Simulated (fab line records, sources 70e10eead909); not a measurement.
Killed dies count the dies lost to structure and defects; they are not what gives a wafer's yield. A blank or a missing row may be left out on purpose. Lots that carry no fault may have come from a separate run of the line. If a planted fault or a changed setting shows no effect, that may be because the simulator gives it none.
Matching of chambers	flow nand harc	NHARC_P_M2_PRE_CLEAN_32 on pecvd-02 has 3 sister chambers
The step time 12 s. 3 wafers are shown with their chamber, then 7 later ones without.

## WAFERS PAIRED WITH THEIR CHAMBERS
wafer	chamber	heater power w (W)
L082.1	2	638
L082.2	0	922
L085.4	1	629

## WAFERS WHOSE CHAMBER IS MISSING
wafer	heater power w (W)
L085.5	861
L090.1	932
L090.3	680
L090.5	682
L092.1	677
L092.2	863
L092.4	888

## CHAMBER TAKEN BY EACH
wafer	from the rows above	in truth
L085.5	0	0
L090.1	0	0
L090.3	can't be placed: 2 or 1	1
L090.5	can't be placed: 2 or 1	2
L092.1	can't be placed: 2 or 1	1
L092.2	0	0
L092.4	0	0
Correct placement for 4 of the 7. Unplaceable from these rows: 3, with the true chamber sitting among the candidates in 3. Placed wrongly: 0.
How it was worked out, from the rows above alone: a wafer's distance from a chamber is the root of the sum, over the readings, of the square of ((its reading less the chamber's mean) divided by the reading's scatter). The wafer belongs to the nearest chamber; if the next one is less than 2 further off, it can't be placed. A chamber's mean is the mean of its shown wafers. The scatter: with one shown wafer a chamber, the root of the mean of the squares of how far each hidden wafer lies from its nearest shown one.
